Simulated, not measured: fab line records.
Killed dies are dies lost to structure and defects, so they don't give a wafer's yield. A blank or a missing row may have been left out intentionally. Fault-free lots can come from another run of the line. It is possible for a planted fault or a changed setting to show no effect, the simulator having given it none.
Chamber matching || flow n5-finfet || N5_HKMG_FIN_STRIP_93 on rie-diel-02 has 4 sister chambers
The step strips SOC in N2/H2, time 20 s. 18 wafers are shown with their chamber, then 9 later ones without.

## WAFERS, EACH WITH ITS CHAMBER
{"wafer": "L075.2", "chamber": 0, "showerhead-plenum-p-Torr (Torr)": 3.35, "drypump-motor-current-A (A)": 5.3, "throttle-valve-pct (%)": 18.9}
{"wafer": "L075.4", "chamber": 2, "showerhead-plenum-p-Torr (Torr)": 3.21, "drypump-motor-current-A (A)": 6.0, "throttle-valve-pct (%)": 19.5}
{"wafer": "L075.6", "chamber": 3, "showerhead-plenum-p-Torr (Torr)": 3.49, "drypump-motor-current-A (A)": 5.7, "throttle-valve-pct (%)": 19.2}
{"wafer": "L078.1", "chamber": 0, "showerhead-plenum-p-Torr (Torr)": 3.34, "drypump-motor-current-A (A)": 5.3, "throttle-valve-pct (%)": 18.9}
{"wafer": "L078.2", "chamber": 1, "showerhead-plenum-p-Torr (Torr)": 3.25, "drypump-motor-current-A (A)": 5.7, "throttle-valve-pct (%)": 18.9}
{"wafer": "L078.3", "chamber": 2, "showerhead-plenum-p-Torr (Torr)": 3.21, "drypump-motor-current-A (A)": 6.0, "throttle-valve-pct (%)": 19.5}
{"wafer": "L078.4", "chamber": 3, "showerhead-plenum-p-Torr (Torr)": 3.48, "drypump-motor-current-A (A)": 5.7, "throttle-valve-pct (%)": 19.2}
{"wafer": "L078.5", "chamber": 0, "showerhead-plenum-p-Torr (Torr)": 3.34, "drypump-motor-current-A (A)": 5.3, "throttle-valve-pct (%)": 18.9}
{"wafer": "L078.6", "chamber": 1, "showerhead-plenum-p-Torr (Torr)": 3.25, "drypump-motor-current-A (A)": 5.7, "throttle-valve-pct (%)": 18.9}
{"wafer": "L081.1", "chamber": 2, "showerhead-plenum-p-Torr (Torr)": 3.20, "drypump-motor-current-A (A)": 5.9, "throttle-valve-pct (%)": 19.5}
{"wafer": "L081.2", "chamber": 3, "showerhead-plenum-p-Torr (Torr)": 3.48, "drypump-motor-current-A (A)": 5.6, "throttle-valve-pct (%)": 19.3}
{"wafer": "L081.3", "chamber": 1, "showerhead-plenum-p-Torr (Torr)": 3.25, "drypump-motor-current-A (A)": 5.7, "throttle-valve-pct (%)": 18.9}
{"wafer": "L081.4", "chamber": 0, "showerhead-plenum-p-Torr (Torr)": 3.34, "drypump-motor-current-A (A)": 5.3, "throttle-valve-pct (%)": 19.0}
{"wafer": "L081.5", "chamber": 2, "showerhead-plenum-p-Torr (Torr)": 3.20, "drypump-motor-current-A (A)": 5.9, "throttle-valve-pct (%)": 19.5}
{"wafer": "L081.6", "chamber": 3, "showerhead-plenum-p-Torr (Torr)": 3.48, "drypump-motor-current-A (A)": 5.7, "throttle-valve-pct (%)": 19.3}
{"wafer": "L085.1", "chamber": 0, "showerhead-plenum-p-Torr (Torr)": 3.34, "drypump-motor-current-A (A)": 5.3, "throttle-valve-pct (%)": 19.0}
{"wafer": "L085.2", "chamber": 2, "showerhead-plenum-p-Torr (Torr)": 3.20, "drypump-motor-current-A (A)": 5.9, "throttle-valve-pct (%)": 19.5}
{"wafer": "L085.6", "chamber": 1, "showerhead-plenum-p-Torr (Torr)": 3.24, "drypump-motor-current-A (A)": 5.6, "throttle-valve-pct (%)": 19.0}

SIGNATURES (means of the wafers above)
{"reading": "showerhead-plenum-p-Torr", "chamber 0": 3.3420, "chamber 1": 3.2475, "chamber 2": 3.2040, "chamber 3": 3.4825, "scatter within a chamber": 0.005}
{"reading": "drypump-motor-current-A", "chamber 0": 5.300, "chamber 1": 5.675, "chamber 2": 5.940, "chamber 3": 5.675, "scatter within a chamber": 0.0439}
{"reading": "throttle-valve-pct", "chamber 0": 18.940, "chamber 1": 18.925, "chamber 2": 19.500, "chamber 3": 19.250, "scatter within a chamber": 0.0459}
Rule: for each reading, subtract the chamber's mean from the wafer's reading, divide by that reading's scatter and square the result; add these up over the readings and take the root, which gives the wafer's distance from the chamber. If the next closest chamber is less than 2 further off than the closest, the wafer can't be placed; otherwise it belongs to the closest. The scatter is the square root of a quotient: the sum, over the shown wafers, of each reading's squared deviation from its chamber's mean, divided by wafers minus chambers.

## WAFERS WHOSE CHAMBER IS MISSING
{"wafer": "L087.3", "showerhead-plenum-p-Torr (Torr)": 3.20, "drypump-motor-current-A (A)": 6.0, "throttle-valve-pct (%)": 19.5}
{"wafer": "L087.5", "showerhead-plenum-p-Torr (Torr)": 3.33, "drypump-motor-current-A (A)": 5.3, "throttle-valve-pct (%)": 19.0}
{"wafer": "L087.6", "showerhead-plenum-p-Torr (Torr)": 3.24, "drypump-motor-current-A (A)": 5.7, "throttle-valve-pct (%)": 18.9}
{"wafer": "L092.2", "showerhead-plenum-p-Torr (Torr)": 3.19, "drypump-motor-current-A (A)": 5.9, "throttle-valve-pct (%)": 19.5}
{"wafer": "L092.5", "showerhead-plenum-p-Torr (Torr)": 3.33, "drypump-motor-current-A (A)": 5.3, "throttle-valve-pct (%)": 19.0}
{"wafer": "L092.6", "showerhead-plenum-p-Torr (Torr)": 3.24, "drypump-motor-current-A (A)": 5.7, "throttle-valve-pct (%)": 19.0}
{"wafer": "L094.1", "showerhead-plenum-p-Torr (Torr)": 3.23, "drypump-motor-current-A (A)": 5.6, "throttle-valve-pct (%)": 19.0}
{"wafer": "L094.5", "showerhead-plenum-p-Torr (Torr)": 3.23, "drypump-motor-current-A (A)": 5.6, "throttle-valve-pct (%)": 19.0}
{"wafer": "L094.6", "showerhead-plenum-p-Torr (Torr)": 3.19, "drypump-motor-current-A (A)": 5.9, "throttle-valve-pct (%)": 19.5}

## WHICH CHAMBER EACH WENT THROUGH
{"wafer": "L087.3", "from the rows above": 2, "in truth": 2}
{"wafer": "L087.5", "from the rows above": 0, "in truth": 0}
{"wafer": "L087.6", "from the rows above": 1, "in truth": 1}
{"wafer": "L092.2", "from the rows above": 2, "in truth": 2}
{"wafer": "L092.5", "from the rows above": 0, "in truth": 0}
{"wafer": "L092.6", "from the rows above": 1, "in truth": 1}
{"wafer": "L094.1", "from the rows above": 1, "in truth": 1}
{"wafer": "L094.5", "from the rows above": 1, "in truth": 1}
{"wafer": "L094.6", "from the rows above": 2, "in truth": 2}
Correct placement for 9 of the 9. From these rows, 0 cannot be placed. 0 placed wrongly.
